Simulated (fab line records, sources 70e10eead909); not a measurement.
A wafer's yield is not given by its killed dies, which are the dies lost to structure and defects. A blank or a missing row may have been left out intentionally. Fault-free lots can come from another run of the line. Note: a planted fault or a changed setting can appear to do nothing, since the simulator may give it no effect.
A struck lot beside a sound one -- flow nand_harc -- 24 steps out of a route of 1302
Sound: wafers L779.1, L779.4, L779.6. Wafers L783.1, L783.2, L783.4 were the ones struck. At the end, the cause is stated.
At each step with rows: each side's tool, then ch and its chambers, then its first start. Under that, the readings that differ: sound wafers -- struck wafers -- difference of the means -- sigmas: that difference in standard deviations of wafers without a fault.
alike: readings with means less than 2 such deviations apart, plus words and numbers identical on both sides. not compared: withheld readings, readings lacking a value on some wafer, bounds such as >300 that could conceal the same value, and numbers that have no deviation in the record and whose values overlap.
A row with sigmas, a row that says differs or no value, or rows on one side alone: a step with any of these is where the two part. When numbers do not overlap yet have no deviation, they are printed without sigmas and do not part them. A reading missing from all wafers of one side parts the sides only when that side holds two or more wafers.

first, 4 steps without rows for these wafers: NHARC_P_GATE_PRECLEAN_71 (cleans in SC1); NHARC_P_GATE_SRD_72; NHARC_P_GATE_OXIDE_16 (material SiO2, target thk 3 nm, ox time 392 s); NHARC_P_GATE_CVD_17 (deposits poly-Si, target thk 150 nm, time 900 s).
NHARC_P_GATE_HM_DEP_102: deposits aC, target thk 120 nm.
  sound on acl_dep-01 ch 0, day 7 15:36; struck on acl_dep-03 ch 0, day 9 14:38
reading,sound,struck,difference,sigmas
susceptor_temp_C (C),- - -,400.07 399.92 400.14,no value on the sound wafers,
  alike: throttle_valve_pct
NHARC_P_GATE_DEP_103: deposits SiON, target thk 30 nm.
  sound on pecvd-04 ch 0,1, day 7 16:19; struck on pecvd-04 ch 0,2, day 9 15:18
  alike: heater_power_outer_w, heater_power_w, susceptor_temp_C
  not compared: since_wet_clean_h
then, 6 steps without rows for these wafers: NHARC_P_GATE_DEHYDRATE_18 (time 120 s); NHARC_P_GATE_HMDS_19 (time 30 s); NHARC_P_GATE_COAT_20 (resist thk 90 nm); NHARC_P_GATE_SOFTBAKE_21 (time 55 s); NHARC_P_GATE_EBR_22; NHARC_P_GATE_EXPOSE_23 (exposes mask P GATE, target cd 120 nm).
NHARC_P_GATE_PEB_24: peb time 65 s.
  sound on litho_track-04 ch 0, day 7 16:49; struck on litho_track-01 ch 0, day 9 15:46
  alike: heater_power_total_W
then, 1 step without rows for these wafers: NHARC_P_GATE_DEVELOP_25 (develop time 35 s).
NHARC_P_GATE_CD_MEAS_26: target cd 120 nm.
  sound on cd_sem-03 ch 0, day 7 16:54; struck on cd_sem-03 ch 0, day 9 15:51
reading,sound,struck,difference,sigmas
cd_nm (nm),120.2 120.4 120.3,112.2 111.6 112.9,-8.1,-11
NHARC_P_GATE_OVL_MEAS_27:
  struck on overlay-02, day 9 15:56; sound on overlay-02, day 7 16:59
  alike: overlay_x_nm, overlay_y_nm
NHARC_P_GATE_INSPECT_28:
  struck on defect_inspect-01, day 9 15:59; sound on defect_inspect-02, day 7 17:02
  alike: raw_defect_count
NHARC_P_GATE_DESCUM_31: chemistry O2, time 3 s.
  sound on rie_diel-05 ch 0,3, day 7 17:07; struck on rie_diel-07 ch 0,1,3, day 9 16:02
reading,sound,struck,difference,sigmas
model.P_GATE.cd_nm (nm),120.1 120.2 120.4,111.6 111.6 112.6,-8.3,
  alike: drypump_motor_current_A, oes_product_au, rf_vpp_V, showerhead_plenum_p_Torr, throttle_valve_pct
  not compared: rf_hours_counter_h
NHARC_P_GATE_ETCH_104: etches the open film in CF4/CHF3, target depth 60 nm.
  sound on rie_diel-05 ch 0,1,3, day 7 17:11; struck on rie_diel-07 ch 0,2,3, day 9 16:07
  alike: drypump_motor_current_A, oes_product_au, rf_vpp_V, showerhead_plenum_p_Torr, throttle_valve_pct
NHARC_P_GATE_HM_OPEN_105: chemistry O2/COS, target depth 360 nm.
  sound: rie_diel-05 ch 0,1; struck: rie_diel-07 ch 1,2,3
  alike: drypump_motor_current_A, oes_product_au, rf_vpp_V, showerhead_plenum_p_Torr, throttle_valve_pct
  not compared: rf_hours_counter_h
then, 2 steps without rows for these wafers: NHARC_P_GATE_STRIP_106 (strips in O2/COS); NHARC_P_GATE_ETCH_114 (etches the open film in CF4/O2, target depth 30 nm, overetch 3 nm, time 16.5 s).
NHARC_P_GATE_ETCH_32: etches the open film in HBr/Cl2, target depth 150 nm, time 100.1 s.
  sound on rie_si-03 ch 0,2,3, day 7 17:37; struck on rie_si-02 ch 0,1,3, day 9 16:30
reading,sound,struck,difference,sigmas
model.P_GATE.cd_nm (nm),117.1 119.8 121.7,111.1 110.8 111.5,-8.4,
  alike: drypump_motor_current_A, oes_product_au, throttle_valve_pct
  not compared: rf_hours_counter_h
NHARC_P_GATE_STRIP_108: strips in O2.
  sound on rie_diel-12 ch 0,1,2, day 7 17:48; struck on rie_diel-07 ch 0,1,2, day 9 16:40
  alike: drypump_motor_current_A, oes_product_au, rf_vpp_V, showerhead_plenum_p_Torr, throttle_valve_pct
  not compared: rf_hours_counter_h

== WHERE THEY PART ==
First at NHARC_P_GATE_HM_DEP_102; last, within this record, at NHARC_P_GATE_CD_MEAS_26. Later steps at which nothing parts them and some readings are alike: NHARC_P_GATE_OVL_MEAS_27, NHARC_P_GATE_INSPECT_28, NHARC_P_GATE_DESCUM_31, NHARC_P_GATE_ETCH_104, NHARC_P_GATE_HM_OPEN_105, NHARC_P_GATE_ETCH_32, NHARC_P_GATE_STRIP_108.

WHY: what had been put in by the simulator
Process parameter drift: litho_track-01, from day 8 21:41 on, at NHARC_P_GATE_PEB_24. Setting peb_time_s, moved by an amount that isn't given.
